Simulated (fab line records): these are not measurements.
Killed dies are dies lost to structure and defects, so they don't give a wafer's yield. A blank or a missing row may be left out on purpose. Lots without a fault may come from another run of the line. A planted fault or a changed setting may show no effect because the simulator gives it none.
A lot that was struck, set against a sound lot | flow nand harc | 15 steps out of a route of 1302
Sound: the wafers L321.4, L321.5, L321.6. Struck: wafer L333.5. (L333.4, L333.6 of the same lot were not struck and are left out.) The cause comes at the end.
For every step that has rows: the tool of each side, followed by ch and its chambers, followed by its first start. Under that, the readings that differ: sound wafers | struck wafers | difference of the means | sigmas: that difference in standard deviations of wafers without a fault.
alike: words and numbers the same on both sides, and readings whose means are apart by under 2 such deviations; not compared: readings that were withheld, readings missing a value for some wafer, numbers with overlapping values and no deviation given by the record, and bounds like >300 which may hide the same value.
The two part at a step that has a row with sigmas, a row that says differs or no value, or rows on one side only. Numbers that have no deviation but don't overlap get no sigmas and don't part them. A reading that every wafer of one side lacks parts them only if that side has two wafers or more.

NHARC_A_CONTACT_ETCH_128: etches the open film in C4F8/O2/Ar, time 197 s, target depth 1918 nm.
  sound on har cap etch-03 ch 0,1, day 22 16:04; struck on har cap etch-02 ch 1, day 28 09:31
  not compared: rf hours counter h, run length s
NHARC_A_CONTACT_ETCH_129: etches the open film in C4F8/O2/Ar, time 197 s, target depth 1918 nm.
  sound on har cap etch-03 ch 0,1, day 22 16:14; struck on har cap etch-02 ch 1, day 28 09:41
  not compared: rf hours counter h, run length s
then, 2 steps without rows for these wafers: NHARC_A_CONTACT_ETCH_130 (etches the open film in C4F8/O2/Ar, time 197 s, target depth 1918 nm); NHARC_A_CONTACT_ETCH_131 (etches the open film in C4F8/O2/Ar, time 197 s, target depth 1918 nm).
NHARC_A_CONTACT_ETCH_132: etches the open film in C4F8/O2/Ar, time 197 s, target depth 1924 nm.
  sound on har cap etch-03 ch 0,1, day 22 16:47; struck on har cap etch-02 ch 1, day 28 10:13
  not compared: rf hours counter h, run length s
NHARC_A_CONTACT_ETCH_133: etches the open film in C4F8/O2/Ar, time 374 s, target depth 1610 nm.
  sound on har cap etch-03 ch 0,1, day 22 17:05; struck on har cap etch-02 ch 1, day 28 10:29
  alike: run length s
  not compared: rf hours counter h
NHARC_A_CONTACT_ETCH_91: etches the open film in CH3F/O2, target depth 40 nm, time 85.7 s.
  sound on rie diel-04 ch 0,1,2, day 22 17:42; struck on rie diel-04 ch 0, day 28 11:10
  reading            | sound             | struck | difference | sigmas
  rf fwd power W (W) | 493.7 491.8 495.4 | 498.6  | +5.0       | +3
  run length s (s)   | 107.6 107.2 106.4 | 108.4  | +1.3       | +3
  alike: drypump motor current A, oes product au, rf vpp V, showerhead plenum p Torr, throttle valve pct
  not compared: rf hours counter h
then, 1 step without rows for these wafers: NHARC_A_CONTACT_ETCH_97 (etches the open film in C4F6/O2, target depth 20 nm, time 10 s).
NHARC_A_CONTACT_CD_MEAS_80:
  sound on cd sem-01, day 22 17:53; struck on cd sem-01, day 28 11:21
  alike: cd nm
then, 3 steps without rows for these wafers: NHARC_A_CONTACT_STRIP_103 (strips in N2/H2); NHARC_A_CONTACT_STRIP_104 (strips in CF4/CHF3); NHARC_A_CONTACT_STRIP_105 (strips in O2/COS).
NHARC_A_CONTACT_ETCH_106: etches the open film in CF4/O2, target depth 90 nm, overetch 9 nm, time 49.5 s.
  sound on rie diel-04 ch 0,2,3, day 22 18:11; struck on rie diel-04 ch 0, day 28 11:39
  reading          | sound          | struck | difference | sigmas
  run length s (s) | 71.4 70.6 71.8 | 64.8   | -6.5       | -13
  alike: cf4 flow sccm, drypump motor current A, oes product au, rf vpp V, showerhead plenum p Torr, throttle valve pct
  not compared: rf fwd power W, rf hours counter h
then, 1 step without rows for these wafers: NHARC_A_CONTACT_STRIP_82 (strips in O2).
-- the record jumps here: 3 days lie between the struck wafers' starts before and after (it left off in module A_CONTACT and takes up again in module END, whose first step shown is number 1302 of the route) --
NHARC_END_SORT_01:
  only the struck wafers appear in the record here, on prober-02 ch 0 at day 31 05:45; the sound ones have no rows

## WHERE THEY PART
First at NHARC_A_CONTACT_ETCH_91; last, within this record, at NHARC_END_SORT_01.

WHY: whatever the simulator had introduced
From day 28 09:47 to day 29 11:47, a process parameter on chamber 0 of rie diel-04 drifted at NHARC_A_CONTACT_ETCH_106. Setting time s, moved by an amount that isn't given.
